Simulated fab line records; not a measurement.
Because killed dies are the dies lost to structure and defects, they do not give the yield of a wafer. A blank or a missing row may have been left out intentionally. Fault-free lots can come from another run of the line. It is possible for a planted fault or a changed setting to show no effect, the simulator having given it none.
Chamber matching :: flow nand-harc :: NHARC_A_STAIRCASE_DEP_325 on pecvd-01 has 3 sister chambers
The step deposits SiO2, target thk 3800 nm. 6 wafers are shown with their chamber, then 11 later ones without.

WAFERS PAIRED WITH THEIR CHAMBERS
wafer: L087.3
chamber: 1
heater-power-w (W): 669

wafer: L087.5
chamber: 0
heater-power-w (W): 639

wafer: L086.1
chamber: 1
heater-power-w (W): 648

wafer: L086.2
chamber: 0
heater-power-w (W): 765

wafer: L086.3
chamber: 2
heater-power-w (W): 748

wafer: L088.1
chamber: 2
heater-power-w (W): 804

WAFERS WHOSE CHAMBER IS MISSING
wafer: L088.4
heater-power-w (W): 662

wafer: L088.6
heater-power-w (W): 624

wafer: L092.1
heater-power-w (W): 803

wafer: L092.4
heater-power-w (W): 605

wafer: L092.5
heater-power-w (W): 621

wafer: L093.1
heater-power-w (W): 768

wafer: L093.2
heater-power-w (W): 726

wafer: L093.5
heater-power-w (W): 624

wafer: L097.1
heater-power-w (W): 648

wafer: L097.5
heater-power-w (W): 581

wafer: L097.6
heater-power-w (W): 610

CHAMBER TAKEN BY EACH
wafer: L088.4
from the rows above: can't be placed: 1 or 0 or 2
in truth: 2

wafer: L088.6
from the rows above: can't be placed: 1 or 0
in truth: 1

wafer: L092.1
from the rows above: can't be placed: 2 or 0
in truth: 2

wafer: L092.4
from the rows above: can't be placed: 1 or 0
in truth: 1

wafer: L092.5
from the rows above: can't be placed: 1 or 0
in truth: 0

wafer: L093.1
from the rows above: can't be placed: 2 or 0 or 1
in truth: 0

wafer: L093.2
from the rows above: can't be placed: 0 or 2 or 1
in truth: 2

wafer: L093.5
from the rows above: can't be placed: 1 or 0
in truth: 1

wafer: L097.1
from the rows above: can't be placed: 1 or 0
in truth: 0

wafer: L097.5
from the rows above: can't be placed: 1 or 0
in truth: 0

wafer: L097.6
from the rows above: can't be placed: 1 or 0
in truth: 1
Placed correctly: 0 of 11. Not placeable from these rows: 11 (in 11, the candidates include the true chamber). Placed wrongly: 0.
How it was worked out, from the rows above alone: a wafer's distance from a chamber is the root of the sum, over the readings, of the square of ((its reading less the chamber's mean) divided by the reading's scatter). The wafer belongs to the nearest chamber; if the next one is less than 2 further off, it can't be placed. A chamber's mean is the mean of its shown wafers. How the scatter is found: for the shown wafers, subtract from each reading the mean of its chamber, square and add these, divide the total by (wafers less chambers), then take the root.
